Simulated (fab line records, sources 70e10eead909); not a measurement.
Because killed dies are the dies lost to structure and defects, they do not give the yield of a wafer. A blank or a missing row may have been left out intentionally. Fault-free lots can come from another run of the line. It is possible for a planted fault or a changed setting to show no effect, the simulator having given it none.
A lot that was struck, set against a sound lot -- flow nandHarc -- 15 out of 1159 route steps
Sound: the wafers L402.2, L402.3, L402.6. Struck: wafers L417.1, L417.5 (left out: L417.2, a lot-mate that was not struck); the cause follows at the end.
Per side, at each step with rows, come the tool, then ch with its chambers, and then its first start. Under that, the readings that differ: sound wafers -- struck wafers -- difference of the means -- sigmas: that difference in standard deviations of wafers without a fault.
alike: same words and numbers on both sides, and readings whose means sit less than 2 such deviations apart. not compared: any withheld reading, any reading some wafer has no value for, any bound like >300 that may hide the same value, and any number with overlapping values for which the record gives no deviation.
Wherever a step has rows on one side only, a row that says differs or no value, or a row with sigmas, the two part there. When numbers do not overlap yet have no deviation, they are printed without sigmas and do not part them. A reading that every wafer of one side lacks parts them only if that side has two wafers or more.

first, 8 steps without rows for these wafers: NHARC_A_CHANNEL_HOLE_D1_COAT_36 (time 75 s); NHARC_A_CHANNEL_HOLE_D1_COAT_37 (time 65 s); NHARC_A_CHANNEL_HOLE_D1_COAT_04 (resist thk 90 nm); NHARC_A_CHANNEL_HOLE_D1_SOFTBAKE_05 (time 55 s); NHARC_A_CHANNEL_HOLE_D1_EBR_06; NHARC_A_CHANNEL_HOLE_D1_EXPOSE_07 (exposes mask HOLE D1, target cd 100 nm); NHARC_A_CHANNEL_HOLE_D1_PEB_08 (peb time 65 s); NHARC_A_CHANNEL_HOLE_D1_DEVELOP_09 (develop time 35 s).
NHARC_A_CHANNEL_HOLE_D1_CD_MEAS_10: the cd target is 100 nm.
  sound on cdSem-02 ch 0, day 9 16:22; struck on cdSem-02 ch 0, day 13 18:31
  alike: cdNm
NHARC_A_CHANNEL_HOLE_D1_OVL_MEAS_11:
  struck on overlay-02, day 13 18:37; sound on overlay-02, day 9 16:28
  alike: overlayXNm, overlayYNm
NHARC_A_CHANNEL_HOLE_D1_INSPECT_12:
  struck on defectInspect-01, day 13 18:38; sound on defectInspect-02, day 9 16:29
  alike: rawDefectCount
NHARC_A_CHANNEL_HOLE_D1_DESCUM_15: chemistry O2, time 3 s.
  sound on rieDiel-13 ch 0,1,3, day 9 16:34; struck on rieDiel-13 ch 0,1, day 13 18:42
  alike: drypumpMotorCurrentA, o2FlowSccm, oesProductAu, rfVppV, showerheadPlenumPTorr, throttleValvePct
  not compared: rfHoursCounterH
NHARC_A_CHANNEL_HOLE_D1_ETCH_38: etches the open film in CF4, target depth 39 nm, time 65 s.
  sound on rieDiel-13 ch 0,1,3, day 9 16:38; struck on rieDiel-13 ch 0,1, day 13 18:48
reading,sound,struck,difference,sigmas
oesProductAu (a.u.),1.015 1.029 1.006,0.859 0.850,-0.162,-12
  alike: biasW, drypumpMotorCurrentA, rfVppV, showerheadPlenumPTorr, throttleValvePct
  not compared: rfHoursCounterH
NHARC_A_CHANNEL_HOLE_D1_ETCH_39: etches the open film in N2/H2, target depth 260 nm, time 325 s.
  sound on rieDiel-13 ch 0,2; struck on rieDiel-13 ch 0
  alike: biasW, drypumpMotorCurrentA, oesProductAu, rfVppV, showerheadPlenumPTorr, throttleValvePct
  not compared: rfHoursCounterH
-- break in the record here, with 11 days between the starts of the struck wafers on either side (left off in module A_CHANNEL_HOLE_D1, picked up again in module END, where the first step shown is number 1159 on the route) --
NHARC_END_SORT_01:
  only the struck wafers appear in the record here, on prober-01 ch 0 at day 24 17:32; the sound ones have no rows

## WHERE THEY PART
At NHARC_A_CHANNEL_HOLE_D1_ETCH_38 first; at NHARC_END_SORT_01 last (within this record only).

WHY: the cause the simulator had injected
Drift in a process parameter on rieDiel-13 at NHARC_A_CHANNEL_HOLE_D1_ETCH_38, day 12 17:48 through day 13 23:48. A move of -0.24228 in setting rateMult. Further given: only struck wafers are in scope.
